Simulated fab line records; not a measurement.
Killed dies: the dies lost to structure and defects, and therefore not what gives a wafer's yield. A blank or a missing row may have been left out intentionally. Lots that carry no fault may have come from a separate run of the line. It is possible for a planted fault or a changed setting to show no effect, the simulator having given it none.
fab line records + flow nand_harc
record:
- lots: 6
- wafers: 18
- last_day: 34
route steps=1302 shown A_DECK1_JOINT@544 A_ONON_D2@545 END@1302
lots that met no fault: from a run of the same line without faults
start_h: hours from the record's opening day to when the first of the lot's shown wafers began + wait_h: hours elapsed since this lot's preceding step + " unchanged from the row above + L1.1+2: several wafers, shown together as one row + - no value, or no start was given + * or withheld: withheld + < > ~ a bound
route shown NAME@n: names a module that has steps shown in the file, with the first one's number in the route + usual: mean/standard deviation taken from wafers without a fault + same: alike in all rows + chamber/n: place in a boat + sites: per-site readings + _std_site: standard deviation across them + _edge_site: outer sites' mean less inner sites' + radius_mm: how far each site lies from the wafer's centre + mask NAME#n: copy n + behind: the most recent tool/chamber to have shaped the wafer + hold: reason for holding the lot/hours on hold/outcome of the hold + device: the n, p or np transistor that did not switch + end of line: the tests these same wafers got at the end of their route + a step without rows: its recipe alone + killed: count of dies lost to structure and defects at first sort (not the wafer's yield) + map: per-die view of a wafer (x killed, . not killed, _ where there is no die)
set.NAME: setting as actually run; set.NAME@STEP: the setting as run at that earlier step + model.NAME: the simulator's own value behind a step, which no gauge read
lots seen at some steps along the route; tables by step, rows by wafer
services: when a tool's chamber went out of use (start_h, in hours from the record's first day, below 0 if earlier), for how many hours, and the reason
== steps ==
step: NHARC_A_DECK1_JOINT_INSPECT_05
usual:
- raw_defect_count: 315/130
| lot.wafer | tool              | chamber | start_h | wait_h | raw_defect_count |
|-----------|-------------------|---------|---------|--------|------------------|
| L694.1    | defect_inspect-02 | -       | 377.91  | 0.0    | 360              |
| L694.2    | "                 | -       | "       | "      | 177              |
| L694.6    | "                 | -       | "       | "      | 382              |
| L698.1    | defect_inspect-02 | -       | 413.90  | 0.0    | 121              |
| L698.4    | "                 | -       | "       | "      | 182              |
| L698.5    | "                 | -       | "       | "      | 182              |
| L696.2    | defect_inspect-02 | -       | 414.11  | 0.0    | 290              |
| L696.3    | "                 | -       | "       | "      | 218              |
| L696.5    | "                 | -       | "       | "      | 292              |
| L699.2    | defect_inspect-01 | -       | 438.79  | 0.0    | 191              |
| L699.4    | "                 | -       | "       | "      | 270              |
| L699.5    | "                 | -       | "       | "      | 353              |
| L705.2    | defect_inspect-02 | -       | 495.93  | 0.0    | 502              |
| L705.4    | "                 | -       | "       | "      | 272              |
| L705.5    | "                 | -       | "       | "      | 189              |
| L706.3    | defect_inspect-01 | -       | 501.50  | 0.0    | 190              |
| L706.4    | "                 | -       | "       | "      | 247              |
| L706.6    | "                 | -       | "       | "      | 195              |
step: NHARC_A_ONON_D2_DEP_00
recipe:
- target_thk_a: 10000
- n2_flow_sccm: 2750
- n2o_flow_sccm: 2000
- nh3_flow_sccm: 500
- sih4_flow_sccm: 210
- temp_c: 400
step: NHARC_A_ONON_D2_THK_MEAS_02
recipe:
- thk_meas_gauge: ellipsometry
usual:
- thk_nm: 998/12
| lot.wafer | tool          | chamber | start_h | wait_h | thk_nm |
|-----------|---------------|---------|---------|--------|--------|
| L694.1    | film_metro-01 | -       | 378.48  | -      | 1000   |
| L694.2    | "             | -       | "       | "      | 1001   |
| L694.6    | "             | -       | "       | "      | 1001   |
| L698.1    | film_metro-02 | -       | 414.77  | -      | 996    |
| L698.4    | "             | -       | "       | "      | 994    |
| L698.5    | "             | -       | "       | "      | 996    |
| L696.2    | film_metro-01 | -       | 415.13  | -      | 988    |
| L696.3    | "             | -       | "       | "      | 990    |
| L696.5    | "             | -       | "       | "      | 988    |
| L699.2    | film_metro-02 | -       | 439.37  | -      | 1009   |
| L699.4    | "             | -       | "       | "      | 1010   |
| L699.5    | "             | -       | "       | "      | 1009   |
| L705.2    | film_metro-02 | -       | 496.51  | -      | 1023   |
| L705.4    | "             | -       | "       | "      | 1022   |
| L705.5    | "             | -       | "       | "      | 1024   |
| L706.3    | film_metro-01 | -       | 502.07  | -      | 995    |
| L706.4    | "             | -       | "       | "      | 995    |
| L706.6    | "             | -       | "       | "      | 994    |
step: NHARC_A_ONON_D2_DEP_03
recipe:
- target_thk_a: 10000
- n2_flow_sccm: 2750
- n2o_flow_sccm: 2000
- nh3_flow_sccm: 500
- sih4_flow_sccm: 210
- temp_c: 400
step: NHARC_A_ONON_D2_THK_MEAS_05
recipe:
- thk_meas_gauge: ellipsometry
usual:
- thk_nm: 1001/8.4
| lot.wafer | tool          | chamber | start_h | wait_h | thk_nm |
|-----------|---------------|---------|---------|--------|--------|
| L694.1    | film_metro-01 | -       | 379.04  | -      | 998    |
| L694.2    | "             | -       | "       | "      | 997    |
| L694.6    | "             | -       | "       | "      | 997    |
| L698.1    | film_metro-01 | -       | 415.48  | -      | 991    |
| L698.4    | "             | -       | "       | "      | 992    |
| L698.5    | "             | -       | "       | "      | 992    |
| L696.2    | film_metro-01 | -       | 415.82  | -      | 994    |
| L696.3    | "             | -       | "       | "      | 993    |
| L696.5    | "             | -       | "       | "      | 994    |
| L699.2    | film_metro-01 | -       | 439.93  | -      | 1008   |
| L699.4    | "             | -       | "       | "      | 1007   |
| L699.5    | "             | -       | "       | "      | 1011   |
| L705.2    | film_metro-02 | -       | 497.08  | -      | 998    |
| L705.4    | "             | -       | "       | "      | 998    |
| L705.5    | "             | -       | "       | "      | 996    |
| L706.3    | film_metro-01 | -       | 502.63  | -      | 1005   |
| L706.4    | "             | -       | "       | "      | 1005   |
| L706.6    | "             | -       | "       | "      | 1004   |
step: NHARC_A_ONON_D2_DEP_06
recipe:
- target_thk_a: 10000
- n2_flow_sccm: 2750
- n2o_flow_sccm: 2000
- nh3_flow_sccm: 500
- sih4_flow_sccm: 210
- temp_c: 400
step: NHARC_A_ONON_D2_THK_MEAS_08
recipe:
- thk_meas_gauge: ellipsometry
usual:
- thk_nm: 997/13
| lot.wafer | tool          | chamber | start_h | wait_h | thk_nm |
|-----------|---------------|---------|---------|--------|--------|
| L694.1    | film_metro-01 | -       | 379.61  | -      | 997    |
| L694.2    | "             | -       | "       | "      | 997    |
| L694.6    | "             | -       | "       | "      | 996    |
| L698.1    | film_metro-02 | -       | 416.17  | -      | 1005   |
| L698.4    | "             | -       | "       | "      | 1003   |
| L698.5    | "             | -       | "       | "      | 1001   |
| L696.2    | film_metro-01 | -       | 416.53  | -      | 999    |
| L696.3    | "             | -       | "       | "      | 998    |
| L696.5    | "             | -       | "       | "      | 1000   |
| L699.2    | film_metro-01 | -       | 440.50  | -      | 987    |
| L699.4    | "             | -       | "       | "      | 985    |
| L699.5    | "             | -       | "       | "      | 987    |
| L705.2    | film_metro-02 | -       | 497.65  | -      | 1014   |
| L705.4    | "             | -       | "       | "      | 1015   |
| L705.5    | "             | -       | "       | "      | 1017   |
| L706.3    | film_metro-01 | -       | 503.20  | -      | 1006   |
| L706.4    | "             | -       | "       | "      | 1007   |
| L706.6    | "             | -       | "       | "      | 1006   |
step: NHARC_A_ONON_D2_DEP_09
recipe:
- target_thk_a: 10000
- n2_flow_sccm: 2750
- n2o_flow_sccm: 2000
- nh3_flow_sccm: 500
- sih4_flow_sccm: 210
- temp_c: 400
step: NHARC_A_ONON_D2_THK_MEAS_11
recipe:
- thk_meas_gauge: ellipsometry
usual:
- thk_nm: 1000/11
| lot.wafer | tool          | chamber | start_h | wait_h | thk_nm |
|-----------|---------------|---------|---------|--------|--------|
| L694.1    | film_metro-01 | -       | 380.17  | -      | 979    |
| L694.2    | "             | -       | "       | "      | 977    |
| L694.6    | "             | -       | "       | "      | 979    |
| L698.1    | film_metro-01 | -       | 416.74  | -      | 1006   |
| L698.4    | "             | -       | "       | "      | 1006   |
| L698.5    | "             | -       | "       | "      | 1008   |
| L696.2    | film_metro-01 | -       | 417.09  | -      | 992    |
| L696.3    | "             | -       | "       | "      | 991    |
| L696.5    | "             | -       | "       | "      | 993    |
| L699.2    | film_metro-01 | -       | 441.07  | -      | 992    |
| L699.4    | "             | -       | "       | "      | 991    |
| L699.5    | "             | -       | "       | "      | 991    |
| L705.2    | film_metro-02 | -       | 498.48  | -      | 998    |
| L705.4    | "             | -       | "       | "      | 999    |
| L705.5    | "             | -       | "       | "      | 998    |
| L706.3    | film_metro-02 | -       | 503.76  | -      | 1023   |
| L706.4    | "             | -       | "       | "      | 1025   |
| L706.6    | "             | -       | "       | "      | 1026   |
step: NHARC_A_ONON_D2_DEP_12
recipe:
- target_thk_a: 10000
- n2_flow_sccm: 2750
- n2o_flow_sccm: 2000
- nh3_flow_sccm: 500
- sih4_flow_sccm: 210
- temp_c: 400
step: NHARC_A_ONON_D2_THK_MEAS_14
recipe:
- thk_meas_gauge: ellipsometry
usual:
- thk_nm: 999/12
| lot.wafer | tool          | chamber | start_h | wait_h | thk_nm |
|-----------|---------------|---------|---------|--------|--------|
| L694.1    | film_metro-01 | -       | 380.74  | -      | 982    |
| L694.2    | "             | -       | "       | "      | 983    |
| L694.6    | "             | -       | "       | "      | 983    |
| L698.1    | film_metro-01 | -       | 417.31  | -      | 998    |
| L698.4    | "             | -       | "       | "      | 999    |
| L698.5    | "             | -       | "       | "      | 999    |
| L696.2    | film_metro-01 | -       | 417.66  | -      | 999    |
| L696.3    | "             | -       | "       | "      | 999    |
| L696.5    | "             | -       | "       | "      | 999    |
| L699.2    | film_metro-01 | -       | 441.66  | -      | 1009   |
| L699.4    | "             | -       | "       | "      | 1010   |
| L699.5    | "             | -       | "       | "      | 1009   |
| L705.2    | film_metro-01 | -       | 499.11  | -      | 1005   |
| L705.4    | "             | -       | "       | "      | 1005   |
| L705.5    | "             | -       | "       | "      | 1006   |
| L706.3    | film_metro-02 | -       | 504.33  | -      | 998    |
| L706.4    | "             | -       | "       | "      | 999    |
| L706.6    | "             | -       | "       | "      | 1001   |
step: NHARC_A_ONON_D2_ANNEAL_15
recipe:
- temp_c: 750
- time_s: 3600
step: NHARC_A_ONON_D2_DEP_16
recipe:
- target_thk_a: 10000
- n2_flow_sccm: 2750
- n2o_flow_sccm: 2000
- nh3_flow_sccm: 500
- sih4_flow_sccm: 210
- temp_c: 400
| lot.wafer  | tool          | chamber | start_h | wait_h |
|------------|---------------|---------|---------|--------|
| L694.1+2+6 | pecvd_onon-03 | 0       | 387.97  | 0.4    |
| L698.1+4+5 | pecvd_onon-03 | 0       | 424.50  | 0.4    |
| L696.2+3+5 | pecvd_onon-04 | 0       | 424.56  | 0.4    |
| L699.2+4+5 | pecvd_onon-03 | 0       | 448.10  | 0.4    |
| L705.2+4+5 | pecvd_onon-01 | 0       | 506.19  | 0.4    |
| L706.3+4+6 | pecvd_onon-01 | 0       | 513.58  | 0.5    |
step: NHARC_A_ONON_D2_THK_MEAS_18
recipe:
- thk_meas_gauge: ellipsometry
usual:
- thk_nm: 1000/9.5
| lot.wafer | tool          | chamber | start_h | wait_h | thk_nm |
|-----------|---------------|---------|---------|--------|--------|
| L694.1    | film_metro-01 | -       | 388.48  | -      | 1011   |
| L694.2    | "             | -       | "       | "      | 1012   |
| L694.6    | "             | -       | "       | "      | 1011   |
| L698.1    | film_metro-02 | -       | 425.01  | -      | 1602   |
| L698.4    | "             | -       | "       | "      | 1603   |
| L698.5    | "             | -       | "       | "      | 1604   |
| L696.2    | film_metro-01 | -       | 425.01  | -      | 1013   |
| L696.3    | "             | -       | "       | "      | 1011   |
| L696.5    | "             | -       | "       | "      | 1010   |
| L699.2    | film_metro-02 | -       | 448.55  | -      | 1584   |
| L699.4    | "             | -       | "       | "      | 1585   |
| L699.5    | "             | -       | "       | "      | 1584   |
| L705.2    | film_metro-01 | -       | 506.63  | -      | 1003   |
| L705.4    | "             | -       | "       | "      | 1005   |
| L705.5    | "             | -       | "       | "      | 1006   |
| L706.3    | film_metro-02 | -       | 513.97  | -      | 1000   |
| L706.4    | "             | -       | "       | "      | 1000   |
| L706.6    | "             | -       | "       | "      | 1000   |
step: NHARC_A_ONON_D2_DEP_19
recipe:
- target_thk_a: 10000
- n2_flow_sccm: 2750
- n2o_flow_sccm: 2000
- nh3_flow_sccm: 500
- sih4_flow_sccm: 210
- temp_c: 400
step: NHARC_END_SORT_01
recipe:
- temp_c: 25
usual:
- killed_at_array: 41/10
- killed_at_other: 0.8/0.91
- killed_at_periphery: 4.2/2.9
- killed_dies: 46/10
- killed_open: 3.5/2.1
- killed_short: 2.5/1.6
same:
- gross_dies: 677
| lot.wafer | tool      | chamber | start_h | wait_h | killed_at_array | killed_at_other | killed_at_periphery | killed_dies | killed_open | killed_short |
|-----------|-----------|---------|---------|--------|-----------------|-----------------|---------------------|-------------|-------------|--------------|
| L698.1    | prober-02 | 0       | 700.50  | 2.5    | 674             | 1               | 2                   | 677         | 4           | 6            |
| L698.4    | prober-02 | 0       | 702.94  | 3.4    | 675             | 0               | 2                   | 677         | 3           | 0            |
| L698.5    | prober-02 | 0       | 703.75  | 3.8    | 676             | 0               | 1                   | 677         | 6           | 5            |
| L699.2    | prober-02 | 0       | 729.22  | 2.8    | 674             | 1               | 2                   | 677         | 4           | 5            |
| L699.4    | prober-02 | 0       | 730.86  | 3.5    | 672             | 0               | 5                   | 677         | 2           | 2            |
| L699.5    | prober-02 | 0       | 731.67  | 3.8    | 673             | 1               | 3                   | 677         | 4           | 4            |
| L706.3    | prober-02 | 0       | 793.87  | 3.1    | 35              | 0               | 7                   | 42          | 7           | 2            |
| L706.4    | prober-02 | 0       | 794.66  | 3.4    | 31              | 0               | 7                   | 38          | 6           | 3            |
| L706.6    | prober-02 | 0       | 796.24  | 3.9    | 35              | 0               | 3                   | 38          | 6           | 2            |
| L705.2    | prober-02 | 0       | 803.88  | 2.8    | 42              | 0               | 10                  | 52          | 2           | 1            |
| L705.4    | prober-02 | 0       | 805.48  | 3.4    | 48              | 0               | 8                   | 56          | 4           | 4            |
| L705.5    | prober-02 | 0       | 806.28  | 3.7    | 56              | 1               | 5                   | 62          | 4           | 6            |
killed by level:class
L698.1 A_ONON_D2:area_dep=646 A_CHANNEL_HOLE_D2:chamber_film_flake=7 A_CHANNEL_FILL_D1:geometric_particle:short=3 A_CHANNEL_HOLE_D1:chamber_film_flake=3 A_SLIT:chamber_film_flake=3 A_CHANNEL_FILL_D2:geometric_particle:open=2 A_CONTACT:chamber_film_flake=2 P_CONTACT:geometric_particle:open=1
L698.4 A_ONON_D2:area_dep=641 A_CHANNEL_HOLE_D2:chamber_film_flake=9 A_CONTACT:chamber_film_flake=8 A_CHANNEL_HOLE_D1:chamber_film_flake=5 A_CHANNEL_FILL_D2:chamber_film_flake=4 A_STAIRCASE:chamber_film_flake=4 A_DECK1_JOINT:chamber_film_flake=2 P_CONTACT:geometric_particle:open=1
L698.5 A_ONON_D2:area_dep=639 A_CHANNEL_HOLE_D2:chamber_film_flake=5 A_STAIRCASE:chamber_film_flake=5 A_DECK1_JOINT:chamber_film_flake=4 A_SLIT:chamber_film_flake=4 A_CONTACT:chamber_film_flake=4 A_CHANNEL_HOLE_D1:chamber_film_flake=3 A_M0:geometric_particle:open=2
L699.2 A_ONON_D2:area_dep=610 A_CHANNEL_HOLE_D1:chamber_film_flake=18 A_SLIT:chamber_film_flake=12 A_CHANNEL_HOLE_D2:chamber_film_flake=10 A_CONTACT:chamber_film_flake=7 A_STAIRCASE:chamber_film_flake=5 A_SOURCE_PLATE:geometric_particle:short=2 A_BONDPAD:chamber_film_flake=2
L699.4 A_ONON_D2:area_dep=610 A_CHANNEL_HOLE_D1:chamber_film_flake=22 A_SLIT:chamber_film_flake=14 A_CHANNEL_HOLE_D2:chamber_film_flake=11 A_CONTACT:chamber_film_flake=5 A_STAIRCASE:chamber_film_flake=4 P_GATE:chamber_film_flake=3 A_ZERO_WELL:chamber_film_flake=2
L699.5 A_ONON_D2:area_dep=624 A_CHANNEL_HOLE_D1:chamber_film_flake=16 A_SLIT:chamber_film_flake=15 A_CHANNEL_HOLE_D2:chamber_film_flake=3 A_CHANNEL_FILL_D1:geometric_particle:short=2 P_GATE:chamber_film_flake=2 A_CONTACT:chamber_film_flake=2 A_BONDPAD:chamber_film_flake=2
L706.3 A_CHANNEL_HOLE_D2:chamber_film_flake=8 A_SLIT:chamber_film_flake=8 A_STAIRCASE:chamber_film_flake=7 A_CONTACT:chamber_film_flake=4 A_WL_FILL:chamber_film_flake=3 A_BLC:geometric_particle:open=2 P_GATE:chamber_film_flake=2 P_CONTACT:geometric_particle:short=1
L706.4 A_SLIT:chamber_film_flake=14 A_CHANNEL_HOLE_D2:chamber_film_flake=6 A_STAIRCASE:chamber_film_flake=4 P_CONTACT:geometric_particle:open=2 A_CHANNEL_FILL_D2:geometric_particle:short=2 P_GATE:chamber_film_flake=2 P_M0:geometric_particle:open=1 A_CHANNEL_FILL_D1:geometric_particle:open=1
L706.6 A_CHANNEL_HOLE_D2:chamber_film_flake=13 A_SLIT:chamber_film_flake=7 A_WL_FILL:chamber_film_flake=4 A_CONTACT:chamber_film_flake=4 A_STAIRCASE:chamber_film_flake=2 P_STI:geometric_particle:open=1 P_GATE:geometric_particle:open=1 P_CONTACT:geometric_particle:open=1
L705.2 A_SLIT:chamber_film_flake=15 A_CONTACT:chamber_film_flake=12 P_BONDPAD:chamber_film_flake=6 A_CHANNEL_HOLE_D2:chamber_film_flake=5 A_SGD_CUT:chamber_film_flake=3 P_STI:chamber_film_flake=2 A_CHANNEL_FILL_D2:chamber_film_flake=2 A_CHANNEL_HOLE_D2:geometric_particle:short=1
L705.4 A_CONTACT:chamber_film_flake=13 A_SLIT:chamber_film_flake=12 A_CHANNEL_HOLE_D2:chamber_film_flake=8 A_CHANNEL_FILL_D2:chamber_film_flake=4 P_STI:chamber_film_flake=3 A_CHANNEL_FILL_D2:geometric_particle:short=2 P_GATE:chamber_film_flake=2 P_CONTACT:chamber_film_flake=2
L705.5 A_CHANNEL_HOLE_D2:chamber_film_flake=17 A_SLIT:chamber_film_flake=16 A_CONTACT:chamber_film_flake=9 A_M0:geometric_particle:short=2 P_BONDPAD:chamber_film_flake=2 A_SGD_CUT:chamber_film_flake=2 A_M1:chamber_film_flake=2 P_STI:geometric_particle:open=1
map L698.1 (x killed, . not)
____________x____________
_________xxxxxxx_________
_______xxxxxxxxxxx_______
______xxxxxxxxxxxxx______
_____xxxxxxxxxxxxxxx_____
____xxxxxxxxxxxxxxxxx____
____xxxxxxxxxxxxxxxxx____
___xxxxxxxxxxxxxxxxxxx___
___xxxxxxxxxxxxxxxxxxx___
__xxxxxxxxxxxxxxxxxxxxx__
__xxxxxxxxxxxxxxxxxxxxx__
_xxxxxxxxxxxxxxxxxxxxxxx_
_xxxxxxxxxxxxxxxxxxxxxxx_
_xxxxxxxxxxxxxxxxxxxxxxx_
_xxxxxxxxxxxxxxxxxxxxxxx_
_xxxxxxxxxxxxxxxxxxxxxxx_
xxxxxxxxxxxxxxxxxxxxxxxxx
xxxxxxxxxxxxxxxxxxxxxxxxx
xxxxxxxxxxxxxxxxxxxxxxxxx
xxxxxxxxxxxxxxxxxxxxxxxxx
xxxxxxxxxxxxxxxxxxxxxxxxx
_xxxxxxxxxxxxxxxxxxxxxxx_
_xxxxxxxxxxxxxxxxxxxxxxx_
_xxxxxxxxxxxxxxxxxxxxxxx_
_xxxxxxxxxxxxxxxxxxxxxxx_
_xxxxxxxxxxxxxxxxxxxxxxx_
__xxxxxxxxxxxxxxxxxxxxx__
__xxxxxxxxxxxxxxxxxxxxx__
___xxxxxxxxxxxxxxxxxxx___
___xxxxxxxxxxxxxxxxxxx___
____xxxxxxxxxxxxxxxxx____
____xxxxxxxxxxxxxxxxx____
_____xxxxxxxxxxxxxxx_____
______xxxxxxxxxxxxx______
_______xxxxxxxxxxx_______
_________xxxxxxx_________
____________x____________
map L699.2 (x killed, . not)
____________x____________
_________xxxxxxx_________
_______xxxxxxxxxxx_______
______xxxxxxxxxxxxx______
_____xxxxxxxxxxxxxxx_____
____xxxxxxxxxxxxxxxxx____
____xxxxxxxxxxxxxxxxx____
___xxxxxxxxxxxxxxxxxxx___
___xxxxxxxxxxxxxxxxxxx___
__xxxxxxxxxxxxxxxxxxxxx__
__xxxxxxxxxxxxxxxxxxxxx__
_xxxxxxxxxxxxxxxxxxxxxxx_
_xxxxxxxxxxxxxxxxxxxxxxx_
_xxxxxxxxxxxxxxxxxxxxxxx_
_xxxxxxxxxxxxxxxxxxxxxxx_
_xxxxxxxxxxxxxxxxxxxxxxx_
xxxxxxxxxxxxxxxxxxxxxxxxx
xxxxxxxxxxxxxxxxxxxxxxxxx
xxxxxxxxxxxxxxxxxxxxxxxxx
xxxxxxxxxxxxxxxxxxxxxxxxx
xxxxxxxxxxxxxxxxxxxxxxxxx
_xxxxxxxxxxxxxxxxxxxxxxx_
_xxxxxxxxxxxxxxxxxxxxxxx_
_xxxxxxxxxxxxxxxxxxxxxxx_
_xxxxxxxxxxxxxxxxxxxxxxx_
_xxxxxxxxxxxxxxxxxxxxxxx_
__xxxxxxxxxxxxxxxxxxxxx__
__xxxxxxxxxxxxxxxxxxxxx__
___xxxxxxxxxxxxxxxxxxx___
___xxxxxxxxxxxxxxxxxxx___
____xxxxxxxxxxxxxxxxx____
____xxxxxxxxxxxxxxxxx____
_____xxxxxxxxxxxxxxx_____
______xxxxxxxxxxxxx______
_______xxxxxxxxxxx_______
_________xxxxxxx_________
____________x____________
== services ==
| tool          | chamber | start_h | hours | kind   |
|---------------|---------|---------|-------|--------|
| pecvd_onon-03 | -       | 408.00  | 13.0  | pm     |
| pecvd_onon-01 | -       | 451.64  | 13.0  | pm     |
| pecvd_onon-03 | -       | 481.26  | 9.3   | repair |
| pecvd_onon-04 | -       | 497.48  | 13.0  | pm     |
== key ==
first_sign:
- step: NHARC_A_ONON_D2_THK_MEAS_18
- reading: thk_nm
- direction: up
- sigmas: 62
- usual: 1000
- struck: 1594
effect:
- step: NHARC_END_SORT_01
- reading: killed_dies
- direction: up
- sigmas: 63
- usual: 46
- struck: 677
more_kills_born_at:
- NHARC_A_ONON_D2_DEP_16@pecvd_onon-03: 3770
met_at NHARC_A_ONON_D2_DEP_16
struck_wafers L698.1,L698.4,L698.5,L699.2,L699.4,L699.5
later_rows_left_out L698.1,L698.4,L698.5,L699.2,L699.4,L699.5
tester_left_out L698,L699
onset_between 387.97 424.50
fault:
- kind: process_parameter_drift
- tool: pecvd_onon-03
- chamber: 0
- onset_h: 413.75
- steps: NHARC_A_ONON_D2_DEP_16
- channel: target_thk_a
- offset: *
- shape: step
- end_h: 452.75
- acts_in: *
- stated: *
tester_left_out: of these lots the tester's yield and bins aren't shown, on N5 and GAA mostly nor the transistor test; their killed dies are dies lost to structure and defects alone, not to doping, threshold or leakage, so they don't give the yield
later_rows_left_out: the simulator's readings of these wafers behind a module that went badly wrong aren't trusted and aren't shown, but for the sort
